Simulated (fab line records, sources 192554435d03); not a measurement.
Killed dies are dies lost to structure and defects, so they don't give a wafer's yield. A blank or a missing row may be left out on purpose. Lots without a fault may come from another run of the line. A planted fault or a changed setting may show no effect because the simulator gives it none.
One fault seen from 2 desks | flow n5_finfet | each desk has only its own numbers; what lay behind them comes last
Where a reading is given only as a bound, like >300, the bound stands for it, and a mean or a difference that rests on one is marked > or <: the true number lies beyond.

THE DEFECT DESK
What the inspections along the route counted, lot by lot: means of the sampled wafers that have a number. A lot is out of limits, marked OUT, if its mean lies more than 4 standard deviations from the usual mean; the brackets give that distance.
Columns: A = raw_defect_count at N5_HKMG_FIN_INSPECT_14, usual 2.2
lot  | first seen here | A
L764 | day 4 13:37     | 1.7
L767 | day 5 03:17     | 1.3
L768 | day 5 10:47     | 3.7
L772 | day 6 10:22     | 2.0
L773 | day 6 19:26     | 1.5
L774 | day 6 21:46     | 1.7
L780 | day 8 08:50     | >152 (+99 or more) OUT
L781 | day 8 19:12     | >101 (>+66) OUT
L783 | day 9 02:59     | 1.3
L784 | day 9 09:35     | 3.3
L786 | day 9 21:29     | 2.0
This desk's finding: out of limits on L780, L781; first on L780, day 8 08:50 (raw_defect_count at N5_HKMG_FIN_INSPECT_14). In limits: L764, L767, L768, L772, L773, L774, L783, L784, L786.

THE TOOL OWNER'S DESK: wet_bench-01
The tool's own readings at N5_HKMG_FIN_WET_ETCH_81 (etches TiN in SC1, stops on HfO2, time 57 s, target depth 6 nm): means of the sampled wafers that have a number, for each lot that ran on this tool. A lot is out of limits, marked OUT, if its mean lies more than 4 standard deviations from the usual mean; the brackets give that distance.
Columns: A = bath_guard_temp_C at N5_HKMG_FIN_WET_ETCH_81, usual 60.1 C
lot  | first seen here | A
L764 | day 4 12:27     | 59.9
L768 | day 5 09:37     | 59.7
L772 | day 6 09:04     | 60.1
L773 | day 6 17:14     | 60.5
L780 | day 8 07:40     | 60.1
L781 | day 8 17:53     | 59.9
This desk's finding: nothing out of limits on any of the 6 lots.

PUT TOGETHER
The defect desk could have raised an alarm at day 8 08:50, on L780, L781.
The tool owner's desk saw nothing out of limits.
The tool owner's desk has L780, L781 on record, within its limits.
Of the lots named, all ran N5_HKMG_FIN_WET_ETCH_81 on wet_bench-01.

WHAT THE SIMULATOR HAD PUT IN
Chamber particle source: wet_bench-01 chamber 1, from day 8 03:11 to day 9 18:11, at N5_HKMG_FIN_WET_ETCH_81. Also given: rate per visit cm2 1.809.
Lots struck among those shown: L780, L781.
Hours from the fault's start to each desk's first reading out of limits: the defect desk, 6.
